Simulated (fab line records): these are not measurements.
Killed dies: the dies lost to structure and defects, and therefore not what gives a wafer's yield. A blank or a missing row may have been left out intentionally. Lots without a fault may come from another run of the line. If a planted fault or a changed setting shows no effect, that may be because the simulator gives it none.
fab line records || flow nand_harc
[record] {"lots": 6, "wafers": 18, "last_day": 24}
route steps=1159 shown A_ZERO_WELL@412 A_SOURCE_PLATE@413 A_ONON_D1@424 END@1159
lots with no fault: from the same line, run without faults
start_h: hours from the record's opening day to when the first of the lot's shown wafers began || wait_h: how many hours have passed since the lot's step before this one || " repeats the value in the row above || L1.1+2: a single row standing in for several wafers || - either no value or no given start || * or withheld: withheld || < > ~ a bound
route shown NAME@n: NAME is a module with steps in the file, n the number in the route of the first one || usual: average and standard deviation across the fault-free wafers || same: alike in all rows || chamber/n: place in a boat || sites: the reading at each site || _std_site: their standard deviation || _edge_site: inner sites' mean taken away from outer sites' mean || radius_mm: for every site, how far away it sits from the centre of the wafer || mask NAME#n: copy n || behind: the most recent tool/chamber to have shaped the wafer || hold: cause of the lot's hold/its duration in hours/its outcome || device: whichever transistor did not switch (one of n, p or np) || end of line: the tests these same wafers got at the end of their route || step lacking rows: just its recipe || killed: at the first sort, the dies lost to defects and structure; wafer yield is something else || map: per-die view of a wafer (x killed, . not killed, _ where there is no die)
set.NAME: the setting the step ran with; set.NAME@STEP: the setting that earlier step ran with || model.NAME: the simulator's own value behind a step, which no gauge read
certain route steps with their lots: each step a table, each wafer a row
services: when a tool's chamber went out of use (start_h, in hours from the record's first day, below 0 if earlier), for how many hours, and the reason
[[steps]]
[step NHARC_A_ZERO_WELL_INSPECT_17]
[usual] {"raw_defect_count": "10/5"}
{"lot.wafer": "L407.1", "tool": "defect_inspect-02", "chamber": "-", "start_h": 148.52, "wait_h": 0.2, "raw_defect_count": 8}
{"lot.wafer": "L407.4", "tool": "defect_inspect-02", "chamber": "-", "start_h": 148.52, "wait_h": 0.2, "raw_defect_count": 3}
{"lot.wafer": "L407.6", "tool": "defect_inspect-02", "chamber": "-", "start_h": 148.52, "wait_h": 0.2, "raw_defect_count": 4}
{"lot.wafer": "L409.1", "tool": "defect_inspect-01", "chamber": "-", "start_h": 155.97, "wait_h": 0.2, "raw_defect_count": 9}
{"lot.wafer": "L409.5", "tool": "defect_inspect-01", "chamber": "-", "start_h": 155.97, "wait_h": 0.2, "raw_defect_count": 9}
{"lot.wafer": "L409.6", "tool": "defect_inspect-01", "chamber": "-", "start_h": 155.97, "wait_h": 0.2, "raw_defect_count": 7}
{"lot.wafer": "L418.2", "tool": "defect_inspect-02", "chamber": "-", "start_h": 215.00, "wait_h": 0.2, "raw_defect_count": 18}
{"lot.wafer": "L418.4", "tool": "defect_inspect-02", "chamber": "-", "start_h": 215.00, "wait_h": 0.2, "raw_defect_count": 20}
{"lot.wafer": "L418.6", "tool": "defect_inspect-02", "chamber": "-", "start_h": 215.00, "wait_h": 0.2, "raw_defect_count": 5}
{"lot.wafer": "L422.1", "tool": "defect_inspect-01", "chamber": "-", "start_h": 225.63, "wait_h": 0.2, "raw_defect_count": 11}
{"lot.wafer": "L422.2", "tool": "defect_inspect-01", "chamber": "-", "start_h": 225.63, "wait_h": 0.2, "raw_defect_count": 5}
{"lot.wafer": "L422.6", "tool": "defect_inspect-01", "chamber": "-", "start_h": 225.63, "wait_h": 0.2, "raw_defect_count": 9}
{"lot.wafer": "L424.2", "tool": "defect_inspect-01", "chamber": "-", "start_h": 233.93, "wait_h": 0.1, "raw_defect_count": 9}
{"lot.wafer": "L424.4", "tool": "defect_inspect-01", "chamber": "-", "start_h": 233.93, "wait_h": 0.1, "raw_defect_count": 11}
{"lot.wafer": "L424.5", "tool": "defect_inspect-01", "chamber": "-", "start_h": 233.93, "wait_h": 0.1, "raw_defect_count": 11}
{"lot.wafer": "L430.3", "tool": "defect_inspect-02", "chamber": "-", "start_h": 269.49, "wait_h": 0.1, "raw_defect_count": 4}
{"lot.wafer": "L430.4", "tool": "defect_inspect-02", "chamber": "-", "start_h": 269.49, "wait_h": 0.1, "raw_defect_count": 7}
{"lot.wafer": "L430.6", "tool": "defect_inspect-02", "chamber": "-", "start_h": 269.49, "wait_h": 0.1, "raw_defect_count": 6}
[step NHARC_A_SOURCE_PLATE_PRECLEAN_00]
[recipe] {"time_s": 60, "chemistry": "HF-LAST"}
[step NHARC_A_SOURCE_PLATE_SRD_01]
[step NHARC_A_SOURCE_PLATE_OXIDE_02]
[recipe] {"target_thk_a": 100, "temp_c": 900, "ox_time_s": 1362, "material": "SiO2"}
[step NHARC_A_SOURCE_PLATE_THK_MEAS_09]
[recipe] {"thk_meas_gauge": "ellipsometry"}
[usual] {"thk_nm": "9.7/1.1"}
{"lot.wafer": "L407.1", "tool": "film_metro-01", "chamber": "-", "start_h": 153.49, "wait_h": 0.4, "thk_nm": 9.1}
{"lot.wafer": "L407.4", "tool": "film_metro-01", "chamber": "-", "start_h": 153.49, "wait_h": 0.4, "thk_nm": 10.6}
{"lot.wafer": "L407.6", "tool": "film_metro-01", "chamber": "-", "start_h": 153.49, "wait_h": 0.4, "thk_nm": 11.9}
{"lot.wafer": "L409.1", "tool": "film_metro-01", "chamber": "-", "start_h": 164.34, "wait_h": 0.4, "thk_nm": 9.6}
{"lot.wafer": "L409.5", "tool": "film_metro-01", "chamber": "-", "start_h": 164.34, "wait_h": 0.4, "thk_nm": 7.6}
{"lot.wafer": "L409.6", "tool": "film_metro-01", "chamber": "-", "start_h": 164.34, "wait_h": 0.4, "thk_nm": 9.4}
{"lot.wafer": "L418.2", "tool": "film_metro-01", "chamber": "-", "start_h": 222.43, "wait_h": 0.4, "thk_nm": 8.9}
{"lot.wafer": "L418.4", "tool": "film_metro-01", "chamber": "-", "start_h": 222.43, "wait_h": 0.4, "thk_nm": 10.4}
{"lot.wafer": "L418.6", "tool": "film_metro-01", "chamber": "-", "start_h": 222.43, "wait_h": 0.4, "thk_nm": 9.2}
{"lot.wafer": "L422.1", "tool": "film_metro-02", "chamber": "-", "start_h": 233.54, "wait_h": 0.4, "thk_nm": 7.8}
{"lot.wafer": "L422.2", "tool": "film_metro-02", "chamber": "-", "start_h": 233.54, "wait_h": 0.4, "thk_nm": 10.6}
{"lot.wafer": "L422.6", "tool": "film_metro-02", "chamber": "-", "start_h": 233.54, "wait_h": 0.4, "thk_nm": 8.8}
{"lot.wafer": "L424.2", "tool": "film_metro-02", "chamber": "-", "start_h": 239.96, "wait_h": 0.4, "thk_nm": 9.5}
{"lot.wafer": "L424.4", "tool": "film_metro-02", "chamber": "-", "start_h": 239.96, "wait_h": 0.4, "thk_nm": 10.5}
{"lot.wafer": "L424.5", "tool": "film_metro-02", "chamber": "-", "start_h": 239.96, "wait_h": 0.4, "thk_nm": 8.9}
{"lot.wafer": "L430.3", "tool": "film_metro-01", "chamber": "-", "start_h": 278.98, "wait_h": 0.4, "thk_nm": 9.6}
{"lot.wafer": "L430.4", "tool": "film_metro-01", "chamber": "-", "start_h": 278.98, "wait_h": 0.4, "thk_nm": 10.4}
{"lot.wafer": "L430.6", "tool": "film_metro-01", "chamber": "-", "start_h": 278.98, "wait_h": 0.4, "thk_nm": 9.5}
[step NHARC_A_SOURCE_PLATE_PVD_04]
[recipe] {"target_thk_a": 500, "material": "WSi2"}
[step NHARC_A_SOURCE_PLATE_CVD_03]
[recipe] {"target_thk_a": 2000, "temp_c": 620, "pressure_mtorr": 200, "time_s": 4000, "material": "poly-Si"}
[step NHARC_A_SOURCE_PLATE_ANNEAL_05]
[recipe] {"temp_c": 850, "time_s": 1800}
[step NHARC_A_SOURCE_PLATE_THK_MEAS_06]
[recipe] {"thk_meas_gauge": "ellipsometry"}
[usual] {"thk_nm": "200.2/2.3"}
{"lot.wafer": "L407.1", "tool": "film_metro-02", "chamber": "-", "start_h": 167.91, "wait_h": 0.4, "thk_nm": 196.3}
{"lot.wafer": "L407.4", "tool": "film_metro-02", "chamber": "-", "start_h": 167.91, "wait_h": 0.4, "thk_nm": 196.4}
{"lot.wafer": "L407.6", "tool": "film_metro-02", "chamber": "-", "start_h": 167.91, "wait_h": 0.4, "thk_nm": 197.4}
{"lot.wafer": "L409.1", "tool": "film_metro-02", "chamber": "-", "start_h": 177.20, "wait_h": 0.4, "thk_nm": 202.0}
{"lot.wafer": "L409.5", "tool": "film_metro-02", "chamber": "-", "start_h": 177.20, "wait_h": 0.4, "thk_nm": 200.5}
{"lot.wafer": "L409.6", "tool": "film_metro-02", "chamber": "-", "start_h": 177.20, "wait_h": 0.4, "thk_nm": 199.5}
{"lot.wafer": "L418.2", "tool": "film_metro-01", "chamber": "-", "start_h": 235.53, "wait_h": 0.4, "thk_nm": 196.8}
{"lot.wafer": "L418.4", "tool": "film_metro-01", "chamber": "-", "start_h": 235.53, "wait_h": 0.4, "thk_nm": 198.3}
{"lot.wafer": "L418.6", "tool": "film_metro-01", "chamber": "-", "start_h": 235.53, "wait_h": 0.4, "thk_nm": 199.6}
{"lot.wafer": "L422.1", "tool": "film_metro-02", "chamber": "-", "start_h": 246.59, "wait_h": 0.4, "thk_nm": 199.2}
{"lot.wafer": "L422.2", "tool": "film_metro-02", "chamber": "-", "start_h": 246.59, "wait_h": 0.4, "thk_nm": 197.5}
{"lot.wafer": "L422.6", "tool": "film_metro-02", "chamber": "-", "start_h": 246.59, "wait_h": 0.4, "thk_nm": 198.5}
{"lot.wafer": "L424.2", "tool": "film_metro-02", "chamber": "-", "start_h": 253.44, "wait_h": 0.4, "thk_nm": 201.6}
{"lot.wafer": "L424.4", "tool": "film_metro-02", "chamber": "-", "start_h": 253.44, "wait_h": 0.4, "thk_nm": 200.4}
{"lot.wafer": "L424.5", "tool": "film_metro-02", "chamber": "-", "start_h": 253.44, "wait_h": 0.4, "thk_nm": 203.1}
{"lot.wafer": "L430.3", "tool": "film_metro-01", "chamber": "-", "start_h": 291.97, "wait_h": 0.4, "thk_nm": 197.8}
{"lot.wafer": "L430.4", "tool": "film_metro-01", "chamber": "-", "start_h": 291.97, "wait_h": 0.4, "thk_nm": 198.4}
{"lot.wafer": "L430.6", "tool": "film_metro-01", "chamber": "-", "start_h": 291.97, "wait_h": 0.4, "thk_nm": 199.1}
[step NHARC_A_SOURCE_PLATE_INSPECT_08]
[usual] {"raw_defect_count": "57/25"}
{"lot.wafer": "L407.1", "tool": "defect_inspect-02", "chamber": "-", "start_h": 167.99, "wait_h": 0.1, "raw_defect_count": 47}
{"lot.wafer": "L407.4", "tool": "defect_inspect-02", "chamber": "-", "start_h": 167.99, "wait_h": 0.1, "raw_defect_count": 122}
{"lot.wafer": "L407.6", "tool": "defect_inspect-02", "chamber": "-", "start_h": 167.99, "wait_h": 0.1, "raw_defect_count": 57}
{"lot.wafer": "L409.1", "tool": "defect_inspect-02", "chamber": "-", "start_h": 177.28, "wait_h": 0.0, "raw_defect_count": 30}
{"lot.wafer": "L409.5", "tool": "defect_inspect-02", "chamber": "-", "start_h": 177.28, "wait_h": 0.0, "raw_defect_count": 79}
{"lot.wafer": "L409.6", "tool": "defect_inspect-02", "chamber": "-", "start_h": 177.28, "wait_h": 0.0, "raw_defect_count": 44}
{"lot.wafer": "L418.2", "tool": "defect_inspect-01", "chamber": "-", "start_h": 235.64, "wait_h": 0.0, "raw_defect_count": 77}
{"lot.wafer": "L418.4", "tool": "defect_inspect-01", "chamber": "-", "start_h": 235.64, "wait_h": 0.0, "raw_defect_count": 64}
{"lot.wafer": "L418.6", "tool": "defect_inspect-01", "chamber": "-", "start_h": 235.64, "wait_h": 0.0, "raw_defect_count": 88}
{"lot.wafer": "L422.1", "tool": "defect_inspect-01", "chamber": "-", "start_h": 246.67, "wait_h": 0.0, "raw_defect_count": 58}
{"lot.wafer": "L422.2", "tool": "defect_inspect-01", "chamber": "-", "start_h": 246.67, "wait_h": 0.0, "raw_defect_count": 38}
{"lot.wafer": "L422.6", "tool": "defect_inspect-01", "chamber": "-", "start_h": 246.67, "wait_h": 0.0, "raw_defect_count": 34}
{"lot.wafer": "L424.2", "tool": "defect_inspect-01", "chamber": "-", "start_h": 253.53, "wait_h": 0.0, "raw_defect_count": 46}
{"lot.wafer": "L424.4", "tool": "defect_inspect-01", "chamber": "-", "start_h": 253.53, "wait_h": 0.0, "raw_defect_count": 50}
{"lot.wafer": "L424.5", "tool": "defect_inspect-01", "chamber": "-", "start_h": 253.53, "wait_h": 0.0, "raw_defect_count": 64}
{"lot.wafer": "L430.3", "tool": "defect_inspect-02", "chamber": "-", "start_h": 292.08, "wait_h": 0.0, "raw_defect_count": 47}
{"lot.wafer": "L430.4", "tool": "defect_inspect-02", "chamber": "-", "start_h": 292.08, "wait_h": 0.0, "raw_defect_count": 67}
{"lot.wafer": "L430.6", "tool": "defect_inspect-02", "chamber": "-", "start_h": 292.08, "wait_h": 0.0, "raw_defect_count": 163}
[step NHARC_A_ONON_D1_DEP_00]
[recipe] {"target_thk_a": 10000, "n2_flow_sccm": 2750, "n2o_flow_sccm": 2000, "nh3_flow_sccm": 500, "sih4_flow_sccm": 210, "temp_c": 400}
[usual] {"n2_flow_sccm": "2749/8.1"}
{"lot.wafer": "L407.1", "tool": "pecvd_onon-02", "chamber": 0, "start_h": 168.06, "wait_h": 0.1, "n2_flow_sccm": 2742}
{"lot.wafer": "L407.4", "tool": "pecvd_onon-02", "chamber": 0, "start_h": 168.06, "wait_h": 0.1, "n2_flow_sccm": 2745}
{"lot.wafer": "L407.6", "tool": "pecvd_onon-02", "chamber": 0, "start_h": 168.06, "wait_h": 0.1, "n2_flow_sccm": 2739}
{"lot.wafer": "L409.1", "tool": "pecvd_onon-04", "chamber": 0, "start_h": 177.36, "wait_h": 0.1, "n2_flow_sccm": 2758}
{"lot.wafer": "L409.5", "tool": "pecvd_onon-04", "chamber": 0, "start_h": 177.36, "wait_h": 0.1, "n2_flow_sccm": 2738}
{"lot.wafer": "L409.6", "tool": "pecvd_onon-04", "chamber": 0, "start_h": 177.36, "wait_h": 0.1, "n2_flow_sccm": 2748}
{"lot.wafer": "L418.2", "tool": "pecvd_onon-02", "chamber": 0, "start_h": 235.76, "wait_h": 0.1, "n2_flow_sccm": 2748}
{"lot.wafer": "L418.4", "tool": "pecvd_onon-02", "chamber": 0, "start_h": 235.76, "wait_h": 0.1, "n2_flow_sccm": 2739}
{"lot.wafer": "L418.6", "tool": "pecvd_onon-02", "chamber": 0, "start_h": 235.76, "wait_h": 0.1, "n2_flow_sccm": 2754}
{"lot.wafer": "L422.1", "tool": "pecvd_onon-02", "chamber": 0, "start_h": 246.74, "wait_h": 0.1, "n2_flow_sccm": 2751}
{"lot.wafer": "L422.2", "tool": "pecvd_onon-02", "chamber": 0, "start_h": 246.74, "wait_h": 0.1, "n2_flow_sccm": 2761}
{"lot.wafer": "L422.6", "tool": "pecvd_onon-02", "chamber": 0, "start_h": 246.74, "wait_h": 0.1, "n2_flow_sccm": 2755}
{"lot.wafer": "L424.2", "tool": "pecvd_onon-04", "chamber": 0, "start_h": 253.65, "wait_h": 0.1, "n2_flow_sccm": 2753}
{"lot.wafer": "L424.4", "tool": "pecvd_onon-04", "chamber": 0, "start_h": 253.65, "wait_h": 0.1, "n2_flow_sccm": 2752}
{"lot.wafer": "L424.5", "tool": "pecvd_onon-04", "chamber": 0, "start_h": 253.65, "wait_h": 0.1, "n2_flow_sccm": 2755}
{"lot.wafer": "L430.3", "tool": "pecvd_onon-03", "chamber": 0, "start_h": 292.26, "wait_h": 0.2, "n2_flow_sccm": 2750}
{"lot.wafer": "L430.4", "tool": "pecvd_onon-03", "chamber": 0, "start_h": 292.26, "wait_h": 0.2, "n2_flow_sccm": 2761}
{"lot.wafer": "L430.6", "tool": "pecvd_onon-03", "chamber": 0, "start_h": 292.26, "wait_h": 0.2, "n2_flow_sccm": 2749}
[step NHARC_A_ONON_D1_THK_MEAS_02]
[recipe] {"thk_meas_gauge": "ellipsometry"}
[usual] {"thk_nm": "997/9.4"}
{"lot.wafer": "L407.1", "tool": "film_metro-01", "chamber": "-", "start_h": 168.58, "wait_h": "-", "hold": "-", "thk_nm": 985}
{"lot.wafer": "L407.4", "tool": "film_metro-01", "chamber": "-", "start_h": 168.58, "wait_h": "-", "hold": "-", "thk_nm": 985}
{"lot.wafer": "L407.6", "tool": "film_metro-01", "chamber": "-", "start_h": 168.58, "wait_h": "-", "hold": "-", "thk_nm": 984}
{"lot.wafer": "L409.1", "tool": "film_metro-02", "chamber": "-", "start_h": 177.87, "wait_h": "-", "hold": "-", "thk_nm": 992}
{"lot.wafer": "L409.5", "tool": "film_metro-02", "chamber": "-", "start_h": 177.87, "wait_h": "-", "hold": "-", "thk_nm": 994}
{"lot.wafer": "L409.6", "tool": "film_metro-02", "chamber": "-", "start_h": 177.87, "wait_h": "-", "hold": "-", "thk_nm": 992}
{"lot.wafer": "L418.2", "tool": "film_metro-01", "chamber": "-", "start_h": 236.23, "wait_h": "-", "hold": "await_dispo/0.2h/release", "thk_nm": 1056}
{"lot.wafer": "L418.4", "tool": "film_metro-01", "chamber": "-", "start_h": 236.23, "wait_h": "-", "hold": "await_dispo/0.2h/release", "thk_nm": 1055}
{"lot.wafer": "L418.6", "tool": "film_metro-01", "chamber": "-", "start_h": 236.23, "wait_h": "-", "hold": "await_dispo/0.2h/release", "thk_nm": 1055}
{"lot.wafer": "L418.2", "tool": "film_metro-01", "chamber": "-", "start_h": 236.40, "wait_h": 0.2, "hold": "-", "thk_nm": 1058}
{"lot.wafer": "L418.4", "tool": "film_metro-01", "chamber": "-", "start_h": 236.40, "wait_h": 0.2, "hold": "-", "thk_nm": 1055}
{"lot.wafer": "L418.6", "tool": "film_metro-01", "chamber": "-", "start_h": 236.40, "wait_h": 0.2, "hold": "-", "thk_nm": 1055}
{"lot.wafer": "L422.1", "tool": "film_metro-02", "chamber": "-", "start_h": 247.28, "wait_h": "-", "hold": "await_dispo/0.2h/release", "thk_nm": 1060}
{"lot.wafer": "L422.2", "tool": "film_metro-02", "chamber": "-", "start_h": 247.28, "wait_h": "-", "hold": "await_dispo/0.2h/release", "thk_nm": 1059}
{"lot.wafer": "L422.6", "tool": "film_metro-02", "chamber": "-", "start_h": 247.28, "wait_h": "-", "hold": "await_dispo/0.2h/release", "thk_nm": 1058}
{"lot.wafer": "L422.1", "tool": "film_metro-02", "chamber": "-", "start_h": 247.45, "wait_h": 0.2, "hold": "-", "thk_nm": 1060}
{"lot.wafer": "L422.2", "tool": "film_metro-02", "chamber": "-", "start_h": 247.45, "wait_h": 0.2, "hold": "-", "thk_nm": 1061}
{"lot.wafer": "L422.6", "tool": "film_metro-02", "chamber": "-", "start_h": 247.45, "wait_h": 0.2, "hold": "-", "thk_nm": 1060}
{"lot.wafer": "L424.2", "tool": "film_metro-02", "chamber": "-", "start_h": 254.11, "wait_h": "-", "hold": "-", "thk_nm": 987}
{"lot.wafer": "L424.4", "tool": "film_metro-02", "chamber": "-", "start_h": 254.11, "wait_h": "-", "hold": "-", "thk_nm": 985}
{"lot.wafer": "L424.5", "tool": "film_metro-02", "chamber": "-", "start_h": 254.11, "wait_h": "-", "hold": "-", "thk_nm": 988}
{"lot.wafer": "L430.3", "tool": "film_metro-02", "chamber": "-", "start_h": 292.65, "wait_h": "-", "hold": "-", "thk_nm": 994}
{"lot.wafer": "L430.4", "tool": "film_metro-02", "chamber": "-", "start_h": 292.65, "wait_h": "-", "hold": "-", "thk_nm": 992}
{"lot.wafer": "L430.6", "tool": "film_metro-02", "chamber": "-", "start_h": 292.65, "wait_h": "-", "hold": "-", "thk_nm": 992}
[step NHARC_END_SORT_01]
[recipe] {"temp_c": 25}
[usual] {"killed_at_array": "29/10", "killed_at_other": "0.7/1", "killed_at_periphery": "3.7/2.6", "killed_dies": "33/10", "killed_open": "3.4/1.8", "killed_short": "1.8/1.3"}
[same] {"gross_dies": 677}
{"lot.wafer": "L409.1", "tool": "prober-02", "chamber": 0, "start_h": 465.10, "wait_h": 3.4, "killed_at_array": 37, "killed_at_other": 1, "killed_at_periphery": 0, "killed_dies": 38, "killed_open": 3, "killed_short": 2}
{"lot.wafer": "L409.5", "tool": "prober-02", "chamber": 0, "start_h": 468.28, "wait_h": 4.6, "killed_at_array": 17, "killed_at_other": 0, "killed_at_periphery": 1, "killed_dies": 18, "killed_open": 0, "killed_short": 2}
{"lot.wafer": "L409.6", "tool": "prober-02", "chamber": 0, "start_h": 469.08, "wait_h": 4.9, "killed_at_array": 21, "killed_at_other": 0, "killed_at_periphery": 1, "killed_dies": 22, "killed_open": 2, "killed_short": 0}
{"lot.wafer": "L418.4", "tool": "prober-02", "chamber": 0, "start_h": 510.34, "wait_h": 3.4, "killed_at_array": 26, "killed_at_other": 0, "killed_at_periphery": 3, "killed_dies": 29, "killed_open": 3, "killed_short": 5}
{"lot.wafer": "L422.1", "tool": "prober-01", "chamber": 0, "start_h": 543.69, "wait_h": 2.5, "killed_at_array": 34, "killed_at_other": 1, "killed_at_periphery": 1, "killed_dies": 36, "killed_open": 5, "killed_short": 1}
{"lot.wafer": "L422.2", "tool": "prober-01", "chamber": 0, "start_h": 544.49, "wait_h": 2.8, "killed_at_array": 50, "killed_at_other": 0, "killed_at_periphery": 1, "killed_dies": 51, "killed_open": 5, "killed_short": 2}
{"lot.wafer": "L422.6", "tool": "prober-01", "chamber": 0, "start_h": 547.72, "wait_h": 4.0, "killed_at_array": 48, "killed_at_other": 0, "killed_at_periphery": 4, "killed_dies": 52, "killed_open": 5, "killed_short": 1}
{"lot.wafer": "L424.2", "tool": "prober-02", "chamber": 0, "start_h": 544.51, "wait_h": 2.8, "killed_at_array": 58, "killed_at_other": 0, "killed_at_periphery": 2, "killed_dies": 60, "killed_open": 2, "killed_short": 1}
{"lot.wafer": "L424.4", "tool": "prober-02", "chamber": 0, "start_h": 546.09, "wait_h": 3.4, "killed_at_array": 53, "killed_at_other": 0, "killed_at_periphery": 2, "killed_dies": 55, "killed_open": 1, "killed_short": 2}
{"lot.wafer": "L424.5", "tool": "prober-02", "chamber": 0, "start_h": 546.88, "wait_h": 3.7, "killed_at_array": 52, "killed_at_other": 1, "killed_at_periphery": 2, "killed_dies": 55, "killed_open": 3, "killed_short": 3}
// killed by level:class
L409.1 A_CHANNEL_HOLE_D1:chamber_film_flake=21 A_M0:chamber_film_flake=4 A_STAIRCASE:chamber_film_flake=3 A_CHANNEL_FILL_D1:chamber_film_flake=2 A_WL_FILL:chamber_film_flake=2 A_ONON_D1:geometric_particle:open=1 A_ONON_D1:geometric_particle:short=1 A_SLIT:geometric_particle:open=1
L409.5 A_CHANNEL_HOLE_D1:chamber_film_flake=12 A_CHANNEL_FILL_D1:geometric_particle:short=2 A_STAIRCASE:chamber_film_flake=2 P_GATE:chamber_film_flake=1 A_M0:chamber_film_flake=1
L409.6 A_CHANNEL_HOLE_D1:chamber_film_flake=14 A_CHANNEL_FILL_D1:chamber_film_flake=2 A_STAIRCASE:chamber_film_flake=2 A_M0:geometric_particle:open=1 A_M1:geometric_particle:open=1 P_STI:chamber_film_flake=1 A_M0:chamber_film_flake=1
L418.4 A_SLIT:chamber_film_flake=17 A_WL_FILL:geometric_particle:short=3 P_STI:geometric_particle:short=1 P_CONTACT:geometric_particle:open=1 A_CHANNEL_FILL_D1:geometric_particle:short=1 A_CONTACT:geometric_particle:open=1 A_M1:geometric_particle:open=1 P_M2:chamber_film_flake=1
L422.1 A_CHANNEL_HOLE_D1:chamber_film_flake=15 A_STAIRCASE:chamber_film_flake=7 A_SLIT:chamber_film_flake=7 P_GATE:geometric_particle:open=1 A_CHANNEL_FILL_D1:geometric_particle:open=1 A_WL_FILL:geometric_particle:open=1 A_CONTACT:geometric_particle:open=1 A_M0:geometric_particle:short=1
L422.2 A_CHANNEL_HOLE_D1:chamber_film_flake=19 A_STAIRCASE:chamber_film_flake=13 A_SLIT:chamber_film_flake=10 A_CONTACT:geometric_particle:open=2 A_CONTACT:chamber_film_flake=2 P_CONTACT:geometric_particle:open=1 A_CHANNEL_HOLE_D1:geometric_particle:open=1 A_WL_FILL:geometric_particle:short=1
L424.2 A_SLIT:chamber_film_flake=19 A_CHANNEL_HOLE_D1:chamber_film_flake=17 A_STAIRCASE:chamber_film_flake=11 A_CONTACT:chamber_film_flake=6 A_SGD_CUT:chamber_film_flake=4 P_CONTACT:geometric_particle:open=1 P_M1:geometric_particle:open=1 A_CHANNEL_FILL_D1:geometric_particle:short=1
L424.4 A_CHANNEL_HOLE_D1:chamber_film_flake=20 A_SLIT:chamber_film_flake=16 A_SGD_CUT:chamber_film_flake=7 A_STAIRCASE:chamber_film_flake=5 A_CONTACT:chamber_film_flake=3 P_CONTACT:geometric_particle:open=1 A_ONON_D1:geometric_particle:short=1 A_CHANNEL_FILL_D1:geometric_particle:short=1
L424.5 A_SLIT:chamber_film_flake=17 A_CHANNEL_HOLE_D1:chamber_film_flake=15 A_SGD_CUT:chamber_film_flake=7 A_CONTACT:chamber_film_flake=5 A_STAIRCASE:chamber_film_flake=3 P_M0:geometric_particle:open=1 A_CHANNEL_FILL_D1:geometric_particle:open=1 A_WL_FILL:geometric_particle:short=1
L422.6 A_CHANNEL_HOLE_D1:chamber_film_flake=26 A_SLIT:chamber_film_flake=12 A_STAIRCASE:chamber_film_flake=5 P_GATE:geometric_particle:open=1 P_M0:geometric_particle:open=1 P_M2:geometric_particle:open=1 A_CONTACT:geometric_particle:open=1 A_M0:geometric_particle:open=1
[[services]]
{"tool": "pecvd_onon-03", "chamber": "-", "start_h": 153.00, "hours": 13.0, "kind": "pm"}
{"tool": "pecvd_onon-04", "chamber": "-", "start_h": 237.21, "hours": 13.0, "kind": "pm"}
[[key]]
[first_sign] {"step": "NHARC_A_ONON_D1_THK_MEAS_02", "reading": "visit", "direction": "added"}
[effect] {"step": "NHARC_A_ONON_D1_THK_MEAS_02", "reading": "thk_nm", "direction": "up", "sigmas": 6.3, "usual": 997, "struck": 1057}
met_at NHARC_A_ONON_D1_DEP_00
struck_wafers L418.2,L418.4,L418.6,L422.1,L422.2,L422.6
tester_left_out L418,L422
onset_between 168.06 235.76
[fault] {"kind": "process_parameter_drift", "tool": "pecvd_onon-02", "chamber": "-", "onset_h": 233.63, "steps": "NHARC_A_ONON_D1_DEP_00", "channel": "target_thk_a", "offset": "*", "shape": "step", "end_h": 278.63, "acts_in": "*", "stated": "*"}
// tester_left_out: of these lots the tester's yield and bins aren't shown, on N5 and GAA mostly nor the transistor test; their killed dies are dies lost to structure and defects alone, not to doping, threshold or leakage, so they don't give the yield
